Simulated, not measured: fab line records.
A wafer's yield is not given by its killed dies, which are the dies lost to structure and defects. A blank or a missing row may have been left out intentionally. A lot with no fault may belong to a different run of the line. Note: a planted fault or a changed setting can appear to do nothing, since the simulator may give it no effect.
Chamber matching | flow n5Finfet | rieDiel-01 running N5_BEOL_M0_SAQP_DESCUM_45: 4 sister chambers
The step chemistry O2, time 7 s. 20 wafers are shown with their chamber, then 10 later ones without.

WAFERS PAIRED WITH THEIR CHAMBERS
wafer  | chamber | showerheadPlenumPTorr (Torr) | drypumpMotorCurrentA (A) | throttleValvePct (%)
L074.1 | 2       | 2.00                         | 6.3                      | 20.26
L074.3 | 3       | 2.09                         | 5.4                      | 20.45
L074.5 | 0       | 2.09                         | 5.6                      | 20.52
L075.2 | 0       | 2.09                         | 5.7                      | 20.53
L075.4 | 3       | 2.09                         | 5.4                      | 20.44
L075.6 | 3       | 2.09                         | 5.4                      | 20.45
L078.1 | 3       | 2.09                         | 5.5                      | 20.47
L078.4 | 0       | 2.09                         | 5.6                      | 20.55
L078.6 | 2       | 2.00                         | 6.3                      | 20.28
L079.1 | 1       | 2.08                         | 5.5                      | 20.54
L079.2 | 2       | 2.00                         | 6.2                      | 20.27
L079.3 | 3       | 2.09                         | 5.4                      | 20.45
L084.1 | 3       | 2.09                         | 5.4                      | 20.47
L084.3 | 2       | 2.00                         | 6.3                      | 20.29
L084.4 | 1       | 2.08                         | 5.5                      | 20.56
L087.1 | 2       | 2.00                         | 6.3                      | 20.31
L087.2 | 3       | 2.09                         | 5.4                      | 20.47
L087.3 | 1       | 2.08                         | 5.5                      | 20.54
L088.3 | 1       | 2.08                         | 5.5                      | 20.56
L088.5 | 3       | 2.08                         | 5.4                      | 20.49

SIGNATURES (means of the wafers above)
reading               | chamber 0 | chamber 1 | chamber 2 | chamber 3 | scatter within a chamber
showerheadPlenumPTorr | 2.0900    | 2.0800    | 2.0000    | 2.0888    | 0.00234
drypumpMotorCurrentA  | 5.633     | 5.500     | 6.280     | 5.413     | 0.0383
throttleValvePct      | 20.5333   | 20.5500   | 20.2820   | 20.4612   | 0.0163
Rule: a wafer lies at a distance from a chamber equal to the root of the sum of squares, over the readings, of (its reading less the chamber's mean, divided by the reading's scatter). If the next closest chamber is less than 2 further off than the closest, the wafer can't be placed; otherwise it belongs to the closest. The scatter is the square root of a quotient: the sum, over the shown wafers, of each reading's squared deviation from its chamber's mean, divided by wafers minus chambers.

WAFERS WHOSE CHAMBER IS MISSING
wafer  | showerheadPlenumPTorr (Torr) | drypumpMotorCurrentA (A) | throttleValvePct (%)
L088.6 | 2.00                         | 6.3                      | 20.29
L090.2 | 1.99                         | 6.2                      | 20.30
L090.4 | 2.08                         | 5.4                      | 20.48
L090.6 | 2.08                         | 5.5                      | 20.55
L093.1 | 2.08                         | 5.4                      | 20.51
L093.2 | 2.07                         | 5.5                      | 20.58
L093.3 | 1.99                         | 6.3                      | 20.32
L096.2 | 1.99                         | 6.3                      | 20.33
L096.3 | 2.07                         | 5.5                      | 20.58
L096.6 | 2.08                         | 5.4                      | 20.51

EACH ONE'S CHAMBER
wafer  | from the rows above     | in truth
L088.6 | 2                       | 2
L090.2 | 2                       | 2
L090.4 | can't be placed: 3 or 1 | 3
L090.6 | 1                       | 1
L093.1 | can't be placed: 1 or 3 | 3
L093.2 | 1                       | 1
L093.3 | 2                       | 2
L096.2 | 2                       | 2
L096.3 | 1                       | 1
L096.6 | can't be placed: 1 or 3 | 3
7 of 10 placed correctly. Can't be placed from these rows: 3 (the true chamber is among the candidates in 3). Placed wrongly: 0.
